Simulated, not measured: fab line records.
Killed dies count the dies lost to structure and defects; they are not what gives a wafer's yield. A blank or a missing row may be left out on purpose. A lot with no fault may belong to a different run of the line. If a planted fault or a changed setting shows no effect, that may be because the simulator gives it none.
Which tool was responsible?	flow n5 finfet	36 wafers from 12 lots sampled at 5 of the route's 1938 steps

## WHAT THE GAUGES READ, wafer by wafer
N5_BEOL_M4_INSPECT_13: inspects for defects (brightfield).
lot	measured	on	raw defect count
L075	day 7 13:04	defect inspect-01	370 329 453
L077	day 8 07:46	defect inspect-01	474 457 418
L079	day 9 02:32	defect inspect-01	509 422 480
L081	day 9 12:28	defect inspect-02	540 584 659
L083	day 9 17:40	defect inspect-02	359 458 420
L085	day 10 10:19	defect inspect-01	575 381 383
L087	day 11 00:44	defect inspect-01	541 479 592
L089	day 11 14:37	defect inspect-02	333 294 398
L091	day 11 23:25	defect inspect-01	642 383 531
L092	day 12 05:55	defect inspect-02	333 318 388
L095	day 13 14:09	defect inspect-02	410 379 469
L096	day 13 14:17	defect inspect-02	458 431 640

## EACH LOT AND THE TOOL THAT RAN IT (in order: tool; ch and the chambers of the sampled wafers; start)
lot	N5_BEOL_M3_DESCUM_16	N5_BEOL_M3_DEGAS_44	N5_BEOL_M3_SPUTTER_88	N5_BEOL_M3_ANNEAL_95
L075	rie diel-02 ch 0,2,3, day 7 05:17	pvd sputter-01, day 7 08:25	pvd sputter-01, day 7 09:54	pvd sputter-01, day 7 10:38
L077	rie diel-06 ch 2,3, day 7 14:07	pvd sputter-02, day 7 23:59	pvd sputter-03, day 8 03:08	pvd sputter-03, day 8 03:52
L079	rie diel-02 ch 1,2, day 8 11:44	pvd sputter-02, day 8 21:07	pvd sputter-03, day 8 22:44	pvd sputter-03, day 8 23:28
L081	rie diel-02 ch 2,3, day 9 02:28	pvd sputter-03, day 9 06:17	pvd sputter-01, day 9 09:42	pvd sputter-01, day 9 10:26
L083	rie diel-02 ch 0,2,3, day 9 09:59	pvd sputter-02, day 9 12:05	pvd sputter-03, day 9 14:53	pvd sputter-03, day 9 15:37
L085	rie diel-06 ch 0,2,3, day 10 01:28	pvd sputter-01, day 10 05:14	pvd sputter-02, day 10 07:08	pvd sputter-02, day 10 07:52
L087	rie diel-01 ch 0,1, day 10 14:17	pvd sputter-01, day 10 20:31	pvd sputter-02, day 10 21:59	pvd sputter-02, day 10 22:43
L089	rie diel-01 ch 0,1, day 11 00:13	pvd sputter-01, day 11 09:13	pvd sputter-03, day 11 11:14	pvd sputter-03, day 11 11:59
L091	rie diel-02 ch 1,2,3, day 11 07:35	pvd sputter-03, day 11 18:04	pvd sputter-01, day 11 20:10	pvd sputter-01, day 11 20:55
L092	rie diel-06 ch 1,2, day 11 10:14	pvd sputter-01, day 11 23:02	pvd sputter-02, day 12 00:48	pvd sputter-02, day 12 01:32
L095	rie diel-02 ch 0,1, day 12 19:02	pvd sputter-01, day 13 08:11	pvd sputter-03, day 13 09:48	pvd sputter-03, day 13 10:32
L096	rie diel-02 ch 0,1,2, day 13 01:02	pvd sputter-01, day 13 08:43	pvd sputter-01, day 13 10:30	pvd sputter-01, day 13 11:14
- N5_BEOL_M3_DESCUM_16: chemistry O2, time 7 s.
- N5_BEOL_M3_DEGAS_44: time 60 s.
- N5_BEOL_M3_SPUTTER_88: material Cu, target thk 4.5 nm, time 8.29 s.
- N5_BEOL_M3_ANNEAL_95: time 240 s.

## THE ANSWER, worked out from the rows above alone
Rule: the usual values come from the lots themselves. The widest of any qualifying gaps counts: lots, ordered by their means at a reading, are off when they make up no more than a third of the lots, leave a main group of 4 or more, and stand apart from it by 3 or more times the standard deviation of that group's means. The tables above print the reading to a certain number of digits; a main group whose means all agree to those digits is not used. Also off: a lot with no number at a reading for which 4 or more lots have one. The other lots that the step has rows for count as sound.
No lot is off on any of the readings shown, so nothing can be concluded from this.

## WHAT THE SIMULATOR PUT IN
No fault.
